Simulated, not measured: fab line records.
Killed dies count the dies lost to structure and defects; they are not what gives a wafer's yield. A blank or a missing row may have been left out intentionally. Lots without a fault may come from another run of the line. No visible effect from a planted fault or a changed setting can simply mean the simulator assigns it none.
fab line records :: flow n5Finfet
record:
  lots: 4
  wafers: 8
  lastDay: 16
route steps=1938 shown BEOL_M4@1099 BEOL_M5@1112 BEOL_M12@1653 PASSIVATION@1936
lots with no fault: from the same line, run without faults
startH: hours from the record's first day to the start of the lot's first wafer shown :: waitH: hours from the lot's prior step to this one :: " the same as in the row above :: L1.1+2: a row that stands for several wafers :: - value missing, or start not given :: * or withheld: withheld :: < > ~ a bound
route shown NAME@n: a module of which the file shows steps, and the number in the route of the first :: usual: mean/standard deviation taken from wafers without a fault :: same: alike in all rows :: chamber/n: place in a boat :: sites: each site's reading :: _std_site: standard deviation across them :: _edge_site: outer sites' mean less inner sites' :: radiusMm: for every site, how far away it sits from the centre of the wafer :: mask NAME#n: copy n :: behind: the most recent tool/chamber to have shaped the wafer :: hold: why the lot went on hold/how many hours it stayed there/how the hold came to an end :: device: which transistor (n, p or np) failed to switch :: end of line: the same wafers' tests at the end of the route :: where a step has no rows: the recipe by itself :: killed: the dies lost at the first sort to structure and to defects; this is not the yield of the wafer :: map: a wafer's dies, x killed, . not, _ none there
set.NAME: setting as actually run; set.NAME@STEP: the setting as run at that earlier step :: model.NAME: the simulator's own value behind a step, which no gauge read
a table for each step, a row for each wafer; lots at some steps of the route
services: a tool's chamber out of use, with start hour (startH, from the record's first day; less than 0 if before it), hours out, and reason
== steps ==
step: N5_BEOL_M4_ANNEAL_95
recipe:
  tempC: 400
  timeS: 240
  ambient: vacuum
step: N5_BEOL_M4_SPUTTER_96
recipe:
  material: Cu
  targetThkA: 45
  tempC: -20
  chamberPressurePa: 0.07
  powerW: withheld
  timeS: 8.29
step: N5_BEOL_M4_ECD_50
recipe:
  material: Cu
  targetThkA: 3000
step: N5_BEOL_M4_ANNEAL_51
recipe:
  tempC: 225
  timeS: 90
  ambient: N2
step: N5_BEOL_M4_CMP_52
recipe:
  stopOn: SiOC
  tOverpolishS: 6.8
  downForcePsi: 1
  platenRpm: 50
  clearingPlatenDownForcePsi: 1.5
  clearingPlatenRpm: 50
  postCmpClean: cuAlkaline
  targetThkNm: 40
  clearingPlatenPadVelocityMS: 0.99484
  padVelocityMS: 0.99484
step: N5_BEOL_M4_PRE_CLEAN_60
recipe:
  gas: NH3/H2
  timeS: 15
  tempC: *
  rfPowerW: 300
step: N5_BEOL_M4_CO_CAP_55
recipe:
  material: Co
  targetThkA: 20
  tempC: 200
  precursor: CCTBA/H2
  pressureTorr: 30
  timeS: 102.1
step: N5_BEOL_M4_PRE_CLEAN_56
recipe:
  gas: NH3
  timeS: 15
  tempC: withheld
  rfPowerW: 300
step: N5_BEOL_M4_DEP_57
recipe:
  material: SiCN
  targetThkA: 80
  tempC: withheld
  precursor: 3MS/NH3
  pressureTorr: 3
  rfW: 202
  timeS: 14
step: N5_BEOL_M4_RC_MEAS_101
usual:
  DIBL_N: 36.2/1.6
  DIBL_P: 36.5/1.9
  IOFF_N: 0.158/0.027
  IOFF_P: 0.21/0.038
  ION_N: 675/12
  ION_P: 464/8.9
  SS_N: 71.5/0.61
  SS_P: 73.4/0.59
  VT_N: 250.4/3
  VT_P: -250/3.6
lot.wafer: L675.2
tool: prober-02
chamber: 0
startH: 192.94
waitH: 0.2
DIBL_N[mV/V]: 37.4
DIBL_P[mV/V]: 37.5
IOFF_N[nA/um]: 0.165
IOFF_P[nA/um]: 0.21
ION_N[uA/um]: 676
ION_P[uA/um]: 462
SS_N[mV/dec]: 71.3
SS_P[mV/dec]: 73.5
VT_N[mV]: 248.5
VT_P[mV]: -248

lot.wafer: L677.5
tool: prober-01
chamber: 0
startH: 211.32
waitH: 0.6
DIBL_N[mV/V]: 32.6
DIBL_P[mV/V]: 32.3
IOFF_N[nA/um]: 0.101
IOFF_P[nA/um]: 0.17
ION_N[uA/um]: 652
ION_P[uA/um]: 455
SS_N[mV/dec]: 71.0
SS_P[mV/dec]: 72.7
VT_N[mV]: 256.5
VT_P[mV]: -252

lot.wafer: L683.1
tool: prober-02
chamber: 0
startH: 249.60
waitH: 0.0
DIBL_N[mV/V]: 35.8
DIBL_P[mV/V]: 35.2
IOFF_N[nA/um]: 0.139
IOFF_P[nA/um]: 0.23
ION_N[uA/um]: 681
ION_P[uA/um]: 473
SS_N[mV/dec]: 71.5
SS_P[mV/dec]: 73.0
VT_N[mV]: 250.2
VT_P[mV]: -249

lot.wafer: L683.2
tool: prober-02
chamber: 0
startH: 249.60
waitH: 0.0
DIBL_N[mV/V]: 36.9
DIBL_P[mV/V]: 36.3
IOFF_N[nA/um]: 0.152
IOFF_P[nA/um]: 0.25
ION_N[uA/um]: 682
ION_P[uA/um]: 475
SS_N[mV/dec]: 71.9
SS_P[mV/dec]: 73.3
VT_N[mV]: 250.9
VT_P[mV]: -247

lot.wafer: L683.6
tool: prober-02
chamber: 0
startH: 249.60
waitH: 0.0
DIBL_N[mV/V]: 36.2
DIBL_P[mV/V]: 36.2
IOFF_N[nA/um]: 0.141
IOFF_P[nA/um]: 0.25
ION_N[uA/um]: 677
ION_P[uA/um]: 480
SS_N[mV/dec]: 71.4
SS_P[mV/dec]: 73.2
VT_N[mV]: 252.4
VT_P[mV]: -246

lot.wafer: L686.2
tool: prober-02
chamber: 0
startH: 276.97
waitH: 0.2
DIBL_N[mV/V]: 35.5
DIBL_P[mV/V]: 35.7
IOFF_N[nA/um]: 0.137
IOFF_P[nA/um]: 0.18
ION_N[uA/um]: 682
ION_P[uA/um]: 465
SS_N[mV/dec]: 70.4
SS_P[mV/dec]: 72.0
VT_N[mV]: 254.0
VT_P[mV]: -254

lot.wafer: L686.4
tool: prober-02
chamber: 0
startH: 276.97
waitH: 0.2
DIBL_N[mV/V]: 36.5
DIBL_P[mV/V]: 35.6
IOFF_N[nA/um]: 0.151
IOFF_P[nA/um]: 0.18
ION_N[uA/um]: 675
ION_P[uA/um]: 457
SS_N[mV/dec]: 71.9
SS_P[mV/dec]: 73.7
VT_N[mV]: 249.8
VT_P[mV]: -253

lot.wafer: L686.6
tool: prober-02
chamber: 0
startH: 276.97
waitH: 0.2
DIBL_N[mV/V]: 37.0
DIBL_P[mV/V]: 36.4
IOFF_N[nA/um]: 0.165
IOFF_P[nA/um]: 0.20
ION_N[uA/um]: 690
ION_P[uA/um]: 471
SS_N[mV/dec]: 71.0
SS_P[mV/dec]: 72.8
VT_N[mV]: 248.1
VT_P[mV]: -250
step: N5_BEOL_M5_ILD_DEP_00
recipe:
  material: SiCOH_lowk
  targetThkA: 1406.4
  tempC: 300
  precursor: DEMS/porogen
  pressureTorr: 5
  rfW: 500
  timeS: 25.9
step: N5_BEOL_M5_CURE_79
recipe:
  tempC: 385
  timeS: 240
  ambient: He/Ar
  material: SiCOH_lowk
step: N5_BEOL_M5_PECVD_70
recipe:
  material: SiO2
  targetThkA: 160
  tempC: 400
  precursor: TEOS/O2
  pressureTorr: 5.5
  rfW: 450
  teosFlowSccm: 53.8
  gas: O2
  flowSccm: 3000
  timeS: 18
step: N5_BEOL_M5_HM_DEP_02
recipe:
  material: TiN
  targetThkA: 200
  tempC: 25
  chamberPressurePa: 0.49996
step: N5_BEOL_M5_COAT_59
recipe:
  resist: SOC
  tempC: 250
  timeS: 60
  spinRpm: 1500
  resistThkNm: 60
step: N5_BEOL_M5_COAT_60
recipe:
  resist: SiARC
  tempC: 220
  timeS: 60
  spinRpm: 1500
  resistThkNm: 12
step: N5_BEOL_M5_COAT_71
recipe:
  resist: underlayer
  tempC: 205
  timeS: 60
  spinRpm: 1500
  resistThkNm: 5
step: N5_BEOL_M5_COAT_05
recipe:
  resist: CAR-EUV
  spinRpm: 1500
  resistThkNm: 30
step: N5_BEOL_M5_EBR_07
recipe:
  solvent: PGMEA
  ebrWidthMm: 1.5
step: N5_BEOL_M5_SOFTBAKE_06
recipe:
  tempC: 110
  timeS: 60
  resist: CAR-EUV
step: N5_BEOL_M5_EXPOSE_08
recipe:
  maskId: M5
  na: 0.33
  sourceShape: annular
  sigmaInner: 0.4
  sigmaOuter: 0.8
  polarization: unpolarized
  targetCdNm: 28
  doseMj: 35.75
step: N5_BEOL_M5_PEB_09
recipe:
  pebTempC: 100
  pebTimeS: 60
  resist: CAR-EUV
step: N5_BEOL_M5_DEVELOP_10
recipe:
  developTimeS: 30
  developer: TMAH
  resist: CAR-EUV
  rinseLiquid: surfactantRinse
  dry: airSpin
  devTempC: 23
step: N5_BEOL_M5_DESCUM_16
recipe:
  chemistry: O2
  timeS: 7
  sourcePowerW: 50
  biasPowerW: 20
  pressureMtorr: 20
  rfFrequencyHz: 2.712e+07
  tempC: 40
  resist: CAR-EUV
  o2FlowSccm: 225
step: N5_BEOL_M5_ETCH_72
recipe:
  chemistry: N2/H2
  target: underlayer
  targetDepthA: 65
  maskMaterial: CAR-EUV
  timeS: 5.2
  ionEnergyEv: 200
  pressureMtorr: 30
  sourceW: 840
  biasW: 150
  n2FlowSccm: 200
  h2FlowSccm: 200
  ends: cleared
step: N5_BEOL_M5_ETCH_61
recipe:
  chemistry: CF4
  target: SiARC
  targetDepthA: 156
  maskMaterial: CAR-EUV
  timeS: 26
  ionEnergyEv: 80
  pressureMtorr: 40
  sourceW: 545
  biasW: 36
  Ar_flow_sccm: 100
  cf4FlowSccm: 100
  ends: cleared
step: N5_BEOL_M5_ETCH_62
recipe:
  chemistry: N2/H2
  target: SOC
  targetDepthA: 750
  overetchA: 150
  maskMaterial: SiARC
  tempC: 40
  timeS: 112.5
  ionEnergyEv: 200
  pressureMtorr: 30
  sourceW: 840
  biasW: 150
  n2FlowSccm: 200
  h2FlowSccm: 200
step: N5_BEOL_M5_STRIP_63
recipe:
  chemistry: N2/H2
  tempC: 40
  n2FlowSccm: 200
  h2FlowSccm: 200
  rfFrequencyHz: 6e+07
step: N5_BEOL_M5_STRIP_73
recipe:
  chemistry: N2/H2
  tempC: 40
  n2FlowSccm: 200
  h2FlowSccm: 200
  rfFrequencyHz: 6e+07
step: N5_BEOL_M5_STRIP_64
recipe:
  chemistry: CF4
  resist: SiARC
  powerW: 300
  biasPowerW: 75
  pressureMtorr: 50
  cf4FlowSccm: 150
  rfFrequencyHz: 6e+07
step: N5_BEOL_M5_HM_OPEN_17
recipe:
  chemistry: Cl2/BCl3
  targetDepthA: 200
  overetchA: 60
  target: TiN
  maskMaterial: SOC
  ionEnergyEv: 150
  pressureMtorr: 10
  icpW: 1000
  biasW: 126
  Cl2_flow_sccm: 53.25
  bcl3FlowSccm: 21.75
  Ar_flow_sccm: 25
step: N5_BEOL_M5_STRIP_19
recipe:
  chemistry: O2
  powerW: 400
  tempC: 40
  pressureMtorr: 30
  rfFrequencyHz: 6e+07
  biasPowerW: 0
  overashFraction: 0.2
  o2FlowSccm: 225
step: N5_BEOL_M5_COAT_65
recipe:
  resist: SOC
  tempC: 250
  timeS: 60
  spinRpm: 1500
  resistThkNm: 60
step: N5_BEOL_M5_COAT_66
recipe:
  resist: SiARC
  tempC: 220
  timeS: 60
  spinRpm: 1500
  resistThkNm: 12
step: N5_BEOL_M12_CMP_49
recipe:
  stopOn: SiOC
  tOverpolishS: 20.6
  downForcePsi: 1
  platenRpm: 50
  clearingPlatenDownForcePsi: 1.5
  clearingPlatenRpm: 50
  postCmpClean: cuAlkaline
  targetThkNm: 320
  clearingPlatenPadVelocityMS: 0.99484
  padVelocityMS: 0.99484
usual:
  barrierFieldEndpointS: 29.9/0.77
  motorCurrentA: 6.0/0.56
  overpolishRunS: 20.600/0.0096
lot.wafer: L675.2
tool: cmp-01
chamber: 2
startH: 269.28
waitH: 0.3
barrierFieldEndpointS: 59.4
motorCurrentA: 6.0
overpolishRunS: 6.829

lot.wafer: L677.5
tool: cmp-01
chamber: 2
startH: 299.19
waitH: 0.2
barrierFieldEndpointS: 57.5
motorCurrentA: 6.3
overpolishRunS: 8.674

lot.wafer: L683.1
tool: cmp-02
chamber: 1
startH: 321.30
waitH: 0.3
barrierFieldEndpointS: 29.1
motorCurrentA: 5.1
overpolishRunS: 20.599

lot.wafer: L683.2
tool: cmp-02
chamber: 2
startH: 321.30
waitH: 0.3
barrierFieldEndpointS: 29.7
motorCurrentA: 5.8
overpolishRunS: 20.611

lot.wafer: L683.6
tool: cmp-02
chamber: 1
startH: 321.30
waitH: 0.3
barrierFieldEndpointS: 29.7
motorCurrentA: 5.7
overpolishRunS: 20.598

lot.wafer: L686.4
tool: cmp-02
chamber: 0
startH: 350.56
waitH: 0.1
barrierFieldEndpointS: 29.6
motorCurrentA: 6.0
overpolishRunS: 20.597

lot.wafer: L686.2
tool: cmp-02
chamber: 2
startH: 350.56
waitH: 0.1
barrierFieldEndpointS: 29.0
motorCurrentA: 5.6
overpolishRunS: 20.594

lot.wafer: L686.6
tool: cmp-02
chamber: 0
startH: 350.56
waitH: 0.1
barrierFieldEndpointS: 28.9
motorCurrentA: 6.2
overpolishRunS: 20.589
step: N5_BEOL_M12_THK_MEAS_50
recipe:
  thkMeasGauge: xrf
  reads: Cu_of_BEOL_M12_ECD_47
usual:
  M12_THK: 325/6.3
lot.wafer: L675.2
tool: filmMetro-01
chamber: -
startH: 269.46
waitH: -
M12_THK[nm]: 617

lot.wafer: L677.5
tool: filmMetro-02
chamber: -
startH: 299.33
waitH: -
M12_THK[nm]: 638

lot.wafer: L683.1
tool: filmMetro-01
chamber: -
startH: 321.56
waitH: -
M12_THK[nm]: 321

lot.wafer: L683.2
tool: filmMetro-01
chamber: -
startH: 321.56
waitH: -
M12_THK[nm]: 327

lot.wafer: L683.6
tool: filmMetro-01
chamber: -
startH: 321.56
waitH: -
M12_THK[nm]: 321

lot.wafer: L686.2
tool: filmMetro-01
chamber: -
startH: 350.85
waitH: -
M12_THK[nm]: 324

lot.wafer: L686.4
tool: filmMetro-01
chamber: -
startH: 350.85
waitH: -
M12_THK[nm]: 332

lot.wafer: L686.6
tool: filmMetro-01
chamber: -
startH: 350.85
waitH: -
M12_THK[nm]: 325
step: N5_PASSIVATION_PROBE_49
usual:
  defectLimitedYield: 91.3/1.7
  killed_at_M0_to_M3: 33/11
  killed_at_M4_up: 14/5.5
  killedAtContacts: 13/6.5
  killedAtFrontEnd: 39/13
  killedAtOther: 3.4/2.9
  killedDies: 103/20
  killedOnRim: 14/4.3
  killedOpen: 69/15
  killedShort: 32/8.1
  sort_bin_5_function: 5.1/1.1
  sort_bin_6_memory: 3.3/0.74
  sortNPass: 1077/20
  sortYieldPct: 91.3/1.7
same:
  grossDies: 1180
  killedAtBackSide: 0
  sort_bin_4_leakage[%]: 0
  sort_bin_8_speed[%]: 0
lot.wafer: L675.2
tool: prober-02
chamber: -
startH: 313.53
waitH: 0.1
defectLimitedYield[%]: 0
killed_at_M0_to_M3: 98
killed_at_M4_up: 989
killedAtContacts: 21
killedAtFrontEnd: 70
killedAtOther: 2
killedDies: 1180
killedOnRim: 152
killedOpen: 112
killedShort: 39
sort_bin_5_function[%]: 11.0
sort_bin_6_memory[%]: 5.8
sortNPass: 0
sortYieldPct[%]: 0

lot.wafer: L677.5
tool: prober-01
chamber: -
startH: 331.11
waitH: 0.2
defectLimitedYield[%]: 0
killed_at_M0_to_M3: 59
killed_at_M4_up: 1063
killedAtContacts: 10
killedAtFrontEnd: 46
killedAtOther: 2
killedDies: 1180
killedOnRim: 152
killedOpen: 83
killedShort: 49
sort_bin_5_function[%]: 5.9
sort_bin_6_memory[%]: 5.2
sortNPass: 0
sortYieldPct[%]: 0

lot.wafer: L683.1
tool: prober-01
chamber: -
startH: 355.37
waitH: 0.0
defectLimitedYield[%]: 91.9
killed_at_M0_to_M3: 32
killed_at_M4_up: 11
killedAtContacts: 12
killedAtFrontEnd: 38
killedAtOther: 2
killedDies: 95
killedOnRim: 10
killedOpen: 58
killedShort: 37
sort_bin_5_function[%]: 4.8
sort_bin_6_memory[%]: 2.8
sortNPass: 1085
sortYieldPct[%]: 91.9

lot.wafer: L683.2
tool: prober-01
chamber: -
startH: 355.42
waitH: 0.1
defectLimitedYield[%]: 92.1
killed_at_M0_to_M3: 33
killed_at_M4_up: 3
killedAtContacts: 15
killedAtFrontEnd: 40
killedAtOther: 2
killedDies: 93
killedOnRim: 13
killedOpen: 64
killedShort: 28
sort_bin_5_function[%]: 4.5
sort_bin_6_memory[%]: 3.1
sortNPass: 1087
sortYieldPct[%]: 92.1

lot.wafer: L683.6
tool: prober-01
chamber: -
startH: 355.62
waitH: 0.3
defectLimitedYield[%]: 92.9
killed_at_M0_to_M3: 23
killed_at_M4_up: 12
killedAtContacts: 16
killedAtFrontEnd: 32
killedAtOther: 1
killedDies: 84
killedOnRim: 10
killedOpen: 54
killedShort: 29
sort_bin_5_function[%]: 3.6
sort_bin_6_memory[%]: 3.2
sortNPass: 1096
sortYieldPct[%]: 92.9

lot.wafer: L686.2
tool: prober-01
chamber: -
startH: 391.85
waitH: 0.1
defectLimitedYield[%]: 90.9
killed_at_M0_to_M3: 48
killed_at_M4_up: 13
killedAtContacts: 13
killedAtFrontEnd: 33
killedAtOther: 0
killedDies: 107
killedOnRim: 16
killedOpen: 68
killedShort: 39
sort_bin_5_function[%]: 5.6
sort_bin_6_memory[%]: 3.3
sortNPass: 1073
sortYieldPct[%]: 90.9

lot.wafer: L686.4
tool: prober-01
chamber: -
startH: 391.95
waitH: 0.2
defectLimitedYield[%]: 91.4
killed_at_M0_to_M3: 31
killed_at_M4_up: 20
killedAtContacts: 18
killedAtFrontEnd: 30
killedAtOther: 3
killedDies: 102
killedOnRim: 12
killedOpen: 67
killedShort: 34
sort_bin_5_function[%]: 4.5
sort_bin_6_memory[%]: 3.6
sortNPass: 1078
sortYieldPct[%]: 91.4

lot.wafer: L686.6
tool: prober-01
chamber: -
startH: 392.05
waitH: 0.3
defectLimitedYield[%]: 91.0
killed_at_M0_to_M3: 36
killed_at_M4_up: 15
killedAtContacts: 12
killedAtFrontEnd: 37
killedAtOther: 6
killedDies: 106
killedOnRim: 13
killedOpen: 63
killedShort: 37
sort_bin_5_function[%]: 5.8
sort_bin_6_memory[%]: 3.1
sortNPass: 1074
sortYieldPct[%]: 91.0
killed by level:class
L675.2 BEOL_M12:areaCmp=975 BEOL_M3:areaExpose=53 STI_FIN_REVEAL:geometricParticle:open=35 FIN_SAQP:geometricParticle:open=16 MOL_CONTACT_COAG:geometricParticle:open=16 BEOL_M0_SAQP:geometricParticle:short=14 BEOL_M0_SAQP:geometricParticle:open=8 BEOL_M2:geometricParticle:open=8
L677.5 BEOL_M12:areaCmp=1046 BEOL_M0_SAQP:geometricParticle:short=17 BEOL_M0_SAQP:geometricParticle:open=14 FIN_SAQP:geometricParticle:open=13 MOL_CONTACT_COAG:geometricParticle:open=9 BEOL_M1:geometricParticle:open=8 BEOL_M2:geometricParticle:open=8 FIN_SAQP:geometricParticle:short=7
L683.1 BEOL_M2:geometricParticle:open=10 MOL_CONTACT_COAG:geometricParticle:open=9 GATE_CUT:geometricParticle:short=7 BEOL_M0_SAQP:geometricParticle:open=7 BEOL_M1:geometricParticle:open=6 FIN_SAQP:geometricParticle:open=5 BEOL_M0_SAQP:geometricParticle:short=5 FIN_SAQP:geometricParticle:short=4
L683.2 MOL_CONTACT_COAG:geometricParticle:open=12 BEOL_M0_SAQP:geometricParticle:short=11 BEOL_M2:geometricParticle:open=11 BEOL_M0_SAQP:geometricParticle:open=9 DUMMY_GATE:geometricParticle:open=6 GATE_CUT:geometricParticle:open=5 FIN_SAQP:geometricParticle:open=4 STI_FIN_REVEAL:geometricParticle:open=4
L683.6 MOL_CONTACT_COAG:geometricParticle:open=10 BEOL_M2:geometricParticle:open=10 STI_FIN_REVEAL:geometricParticle:open=8 MOL_CONTACT_COAG:geometricParticle:short=6 FIN_SAQP:geometricParticle:short=5 FIN_SAQP:geometricParticle:open=4 BEOL_M1:geometricParticle:open=4 STI_FIN_REVEAL:geometricParticle:short=3
L686.2 BEOL_M0_SAQP:geometricParticle:open=16 BEOL_M0_SAQP:geometricParticle:short=11 MOL_CONTACT_COAG:geometricParticle:open=10 FIN_SAQP:geometricParticle:open=8 BEOL_M2:geometricParticle:open=8 FIN_SAQP:geometricParticle:short=7 BEOL_M1:geometricParticle:open=5 BEOL_M4:geometricParticle:open=5
L686.4 MOL_CONTACT_COAG:geometricParticle:open=16 BEOL_M4:geometricParticle:open=10 GATE_CUT:geometricParticle:short=8 BEOL_M0_SAQP:geometricParticle:short=8 BEOL_M2:geometricParticle:open=8 FIN_SAQP:geometricParticle:open=7 BEOL_M0_SAQP:geometricParticle:open=6 STI_FIN_REVEAL:geometricParticle:open=3
L686.6 BEOL_M2:geometricParticle:open=12 FIN_SAQP:geometricParticle:short=10 FIN_SAQP:geometricParticle:open=8 BEOL_M4:geometricParticle:open=8 MOL_CONTACT_COAG:geometricParticle:open=7 BEOL_M0_SAQP:geometricParticle:short=7 BEOL_M3:geometricParticle:open=6 MOL_CONTACT_COAG:geometricParticle:short=5
map L675.2 (x killed, . not)
_________________xxxxxxxxxxxx________________
______________xxxxxxxxxxxxxxxxxx_____________
___________xxxxxxxxxxxxxxxxxxxxxxxx__________
__________xxxxxxxxxxxxxxxxxxxxxxxxxx_________
________xxxxxxxxxxxxxxxxxxxxxxxxxxxxxx_______
_______xxxxxxxxxxxxxxxxxxxxxxxxxxxxxxxx______
______xxxxxxxxxxxxxxxxxxxxxxxxxxxxxxxxxx_____
_____xxxxxxxxxxxxxxxxxxxxxxxxxxxxxxxxxxxx____
____xxxxxxxxxxxxxxxxxxxxxxxxxxxxxxxxxxxxxx___
___xxxxxxxxxxxxxxxxxxxxxxxxxxxxxxxxxxxxxxxx__
___xxxxxxxxxxxxxxxxxxxxxxxxxxxxxxxxxxxxxxxx__
__xxxxxxxxxxxxxxxxxxxxxxxxxxxxxxxxxxxxxxxxxx_
__xxxxxxxxxxxxxxxxxxxxxxxxxxxxxxxxxxxxxxxxxx_
_xxxxxxxxxxxxxxxxxxxxxxxxxxxxxxxxxxxxxxxxxxxx
_xxxxxxxxxxxxxxxxxxxxxxxxxxxxxxxxxxxxxxxxxxxx
_xxxxxxxxxxxxxxxxxxxxxxxxxxxxxxxxxxxxxxxxxxxx
_xxxxxxxxxxxxxxxxxxxxxxxxxxxxxxxxxxxxxxxxxxxx
_xxxxxxxxxxxxxxxxxxxxxxxxxxxxxxxxxxxxxxxxxxxx
_xxxxxxxxxxxxxxxxxxxxxxxxxxxxxxxxxxxxxxxxxxxx
_xxxxxxxxxxxxxxxxxxxxxxxxxxxxxxxxxxxxxxxxxxxx
_xxxxxxxxxxxxxxxxxxxxxxxxxxxxxxxxxxxxxxxxxxxx
__xxxxxxxxxxxxxxxxxxxxxxxxxxxxxxxxxxxxxxxxxx_
__xxxxxxxxxxxxxxxxxxxxxxxxxxxxxxxxxxxxxxxxxx_
___xxxxxxxxxxxxxxxxxxxxxxxxxxxxxxxxxxxxxxxx__
___xxxxxxxxxxxxxxxxxxxxxxxxxxxxxxxxxxxxxxxx__
____xxxxxxxxxxxxxxxxxxxxxxxxxxxxxxxxxxxxxx___
_____xxxxxxxxxxxxxxxxxxxxxxxxxxxxxxxxxxxx____
______xxxxxxxxxxxxxxxxxxxxxxxxxxxxxxxxxx_____
_______xxxxxxxxxxxxxxxxxxxxxxxxxxxxxxxx______
________xxxxxxxxxxxxxxxxxxxxxxxxxxxxxx_______
__________xxxxxxxxxxxxxxxxxxxxxxxxxx_________
___________xxxxxxxxxxxxxxxxxxxxxxxx__________
______________xxxxxxxxxxxxxxxxxx_____________
_________________xxxxxxxxxxxx________________
map L677.5 (x killed, . not)
_________________xxxxxxxxxxxx________________
______________xxxxxxxxxxxxxxxxxx_____________
___________xxxxxxxxxxxxxxxxxxxxxxxx__________
__________xxxxxxxxxxxxxxxxxxxxxxxxxx_________
________xxxxxxxxxxxxxxxxxxxxxxxxxxxxxx_______
_______xxxxxxxxxxxxxxxxxxxxxxxxxxxxxxxx______
______xxxxxxxxxxxxxxxxxxxxxxxxxxxxxxxxxx_____
_____xxxxxxxxxxxxxxxxxxxxxxxxxxxxxxxxxxxx____
____xxxxxxxxxxxxxxxxxxxxxxxxxxxxxxxxxxxxxx___
___xxxxxxxxxxxxxxxxxxxxxxxxxxxxxxxxxxxxxxxx__
___xxxxxxxxxxxxxxxxxxxxxxxxxxxxxxxxxxxxxxxx__
__xxxxxxxxxxxxxxxxxxxxxxxxxxxxxxxxxxxxxxxxxx_
__xxxxxxxxxxxxxxxxxxxxxxxxxxxxxxxxxxxxxxxxxx_
_xxxxxxxxxxxxxxxxxxxxxxxxxxxxxxxxxxxxxxxxxxxx
_xxxxxxxxxxxxxxxxxxxxxxxxxxxxxxxxxxxxxxxxxxxx
_xxxxxxxxxxxxxxxxxxxxxxxxxxxxxxxxxxxxxxxxxxxx
_xxxxxxxxxxxxxxxxxxxxxxxxxxxxxxxxxxxxxxxxxxxx
_xxxxxxxxxxxxxxxxxxxxxxxxxxxxxxxxxxxxxxxxxxxx
_xxxxxxxxxxxxxxxxxxxxxxxxxxxxxxxxxxxxxxxxxxxx
_xxxxxxxxxxxxxxxxxxxxxxxxxxxxxxxxxxxxxxxxxxxx
_xxxxxxxxxxxxxxxxxxxxxxxxxxxxxxxxxxxxxxxxxxxx
__xxxxxxxxxxxxxxxxxxxxxxxxxxxxxxxxxxxxxxxxxx_
__xxxxxxxxxxxxxxxxxxxxxxxxxxxxxxxxxxxxxxxxxx_
___xxxxxxxxxxxxxxxxxxxxxxxxxxxxxxxxxxxxxxxx__
___xxxxxxxxxxxxxxxxxxxxxxxxxxxxxxxxxxxxxxxx__
____xxxxxxxxxxxxxxxxxxxxxxxxxxxxxxxxxxxxxx___
_____xxxxxxxxxxxxxxxxxxxxxxxxxxxxxxxxxxxx____
______xxxxxxxxxxxxxxxxxxxxxxxxxxxxxxxxxx_____
_______xxxxxxxxxxxxxxxxxxxxxxxxxxxxxxxx______
________xxxxxxxxxxxxxxxxxxxxxxxxxxxxxx_______
__________xxxxxxxxxxxxxxxxxxxxxxxxxx_________
___________xxxxxxxxxxxxxxxxxxxxxxxx__________
______________xxxxxxxxxxxxxxxxxx_____________
_________________xxxxxxxxxxxx________________
== services ==
tool: cmp-01
chamber: -
startH: 258.12
hours: 0.5
kind: repair

tool: cmp-02
chamber: -
startH: 265.59
hours: 3.7
kind: pm

tool: cmp-01
chamber: -
startH: 313.93
hours: 3.7
kind: pm

tool: cmp-02
chamber: -
startH: 342.95
hours: 1.5
kind: repair
== key ==
firstSign:
  step: N5_BEOL_M12_CMP_49
  reading: overpolishRunS
  direction: down
  sigmas: 99+
  usual: 20.600
  struck: 7.751
effect:
  step: N5_BEOL_M12_CMP_49
  reading: barrierFieldEndpointS
  direction: up
  sigmas: 37
  usual: 29.9
  struck: 58.5
effect:
  step: N5_BEOL_M12_THK_MEAS_50
  reading: M12_THK
  direction: up
  sigmas: 48
  usual: 325
  struck: 628
effect:
  step: N5_PASSIVATION_PROBE_49
  reading: killed_at_M4_up
  direction: up
  sigmas: 99+
  usual: 14
  struck: 1026
moreKillsBornAt:
  N5_BEOL_M12_CMP_49@cmp-01: 2021
metAt N5_BEOL_M12_CMP_49
struckWafers L675.2,L677.5
laterRowsLeftOut L675.2,L677.5
earlierFault:
  kind: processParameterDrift
  tool: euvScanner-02
  chamber: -
  onsetH: 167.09
  steps: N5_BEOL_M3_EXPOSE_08
  channel: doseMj
  offset: 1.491
  shape: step
  actsIn: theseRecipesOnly
  stated: 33
earlierFault:
  kind: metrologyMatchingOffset
  tool: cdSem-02
  chamber: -
  onsetH: 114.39
  steps: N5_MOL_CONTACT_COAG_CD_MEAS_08
  param: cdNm
  offset: 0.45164
fault:
  kind: processParameterDrift
  tool: cmp-01
  chamber: 2
  onsetH: 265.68
  steps: N5_BEOL_M12_CMP_49
  channel: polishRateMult
  offset: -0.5
  shape: step
laterRowsLeftOut: the simulator's readings of these wafers behind a module that went badly wrong aren't trusted and aren't shown, but for the sort
